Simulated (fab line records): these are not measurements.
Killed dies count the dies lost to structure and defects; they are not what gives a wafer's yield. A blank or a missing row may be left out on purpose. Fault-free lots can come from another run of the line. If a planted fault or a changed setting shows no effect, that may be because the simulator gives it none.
A struck lot beside a sound one | flow nandHarc | 15 out of 1302 route steps
Sound: these wafers, L395.2, L395.3, L395.6. The struck wafers were L394.2, L394.3, L394.5. The cause comes at the end.
At each step with rows: each side's tool, then ch and its chambers, then its first start. Under that, the readings that differ: sound wafers | struck wafers | difference of the means | sigmas: that difference in standard deviations of wafers without a fault.
alike: readings with means less than 2 such deviations apart, plus words and numbers identical on both sides. not compared: withheld readings, readings lacking a value on some wafer, bounds such as >300 that could conceal the same value, and numbers that have no deviation in the record and whose values overlap.
A row with sigmas, a row that says differs or no value, or rows on one side alone: a step with any of these is where the two part. Non-overlapping numbers with no deviation appear without sigmas and do not part them. A reading missing from all wafers of one side parts the sides only when that side holds two or more wafers.

first, 4 steps without rows for these wafers: NHARC_THIN_TSV_EBR_29; NHARC_THIN_TSV_EXPOSE_30 (exposes mask PAD); NHARC_THIN_TSV_PEB_31 (peb time 85 s); NHARC_THIN_TSV_DEVELOP_32 (time 70 s).
NHARC_THIN_TSV_CD_MEAS_33 targets a cd of 5000 nm.
  sound on cdSem-03 ch 0, day 32 19:32; struck on cdSem-01 ch 0, day 32 18:15
  alike: cdNm
then, 1 step without rows for these wafers: NHARC_THIN_TSV_HARDBAKE_34 (time 80 s).
NHARC_THIN_TSV_DESCUM_35: chemistry O2, time 3 s.
  sound on rieDiel-11 ch 1,2,3, day 32 19:42; struck on rieDiel-10 ch 0,2,3, day 32 18:25
  alike: drypumpMotorCurrentA, o2FlowSccm, oesProductAu, rfVppV, showerheadPlenumPTorr, throttleValvePct
  not compared: rfHoursCounterH
NHARC_THIN_TSV_ETCH_59: etches the open film in Cl2/BCl3, target depth 880 nm, time 138.1 s.
  sound on rieMetal-03 ch 0,1, day 32 19:50; struck on rieMetal-01 ch 0,1, day 32 18:34
  alike: bcl3FlowSccm, drypumpMotorCurrentA, oesProductAu, throttleValvePct
  not compared: rfHoursCounterH
NHARC_THIN_TSV_ETCH_36: etches the open film in Cl2/BCl3, target depth 65 nm, time 18.571 s.
  sound on rieMetal-03 ch 0,1, day 32 20:05; struck on rieMetal-01 ch 0,1, day 32 18:47
  alike: drypumpMotorCurrentA, oesProductAu
  not compared: rfHoursCounterH
NHARC_THIN_TSV_STRIP_56: strips in O2.
  sound on plasmaAsher-01 ch 0,1, day 32 20:14; struck on plasmaAsher-02 ch 0,1, day 32 18:56
  alike: drypumpMotorCurrentA, heaterPowerW
  not compared: rfHoursCounterH
then, 1 step without rows for these wafers: NHARC_THIN_TSV_STRIP_57 (strips in post etch residue remover, time 1200 s).
NHARC_THIN_TSV_CD_MEAS_37:
  sound on cdSem-02 at day 32 20:59; struck on cdSem-01 at day 32 19:41
reading   | sound          | struck         | difference | sigmas
cdNm (nm) | 4999 5004 5003 | 4995 4996 4996 | -6         | -2
NHARC_THIN_TSV_ANNEAL_58: time 1800 s.
  sound on furnace-06 ch 0, day 32 22:45; struck on furnace-06, day 32 22:45
  no value came back on the struck wafers for runLengthS (s), spikeTcBottomC (C), spikeTcUpperC (C), zonePowerBottomPct (%); on the sound wafers runLengthS (s) reads 1830 1830 1830
NHARC_THIN_TSV_INSPECT_40:
  sound on defectInspect-02 at day 33 00:13; struck on defectInspect-01 at day 33 00:13
  alike: rawDefectCount
NHARC_END_SORT_01:
  sound on prober-02 ch 0, day 33 07:12; struck on prober-02 ch 0, day 33 15:02
reading       | sound | struck | difference | sigmas
killedAtOther | 0 0 0 | 6 2 3  | +4         | +3
  alike: defectLimitedYield, killedAtArray, killedAtPeriphery, killedDies, killedOpen, killedShort

== WHERE THEY PART ==
Earliest at NHARC_THIN_TSV_CD_MEAS_37; latest, in this record, at NHARC_END_SORT_01.

WHY: what the simulator had put in
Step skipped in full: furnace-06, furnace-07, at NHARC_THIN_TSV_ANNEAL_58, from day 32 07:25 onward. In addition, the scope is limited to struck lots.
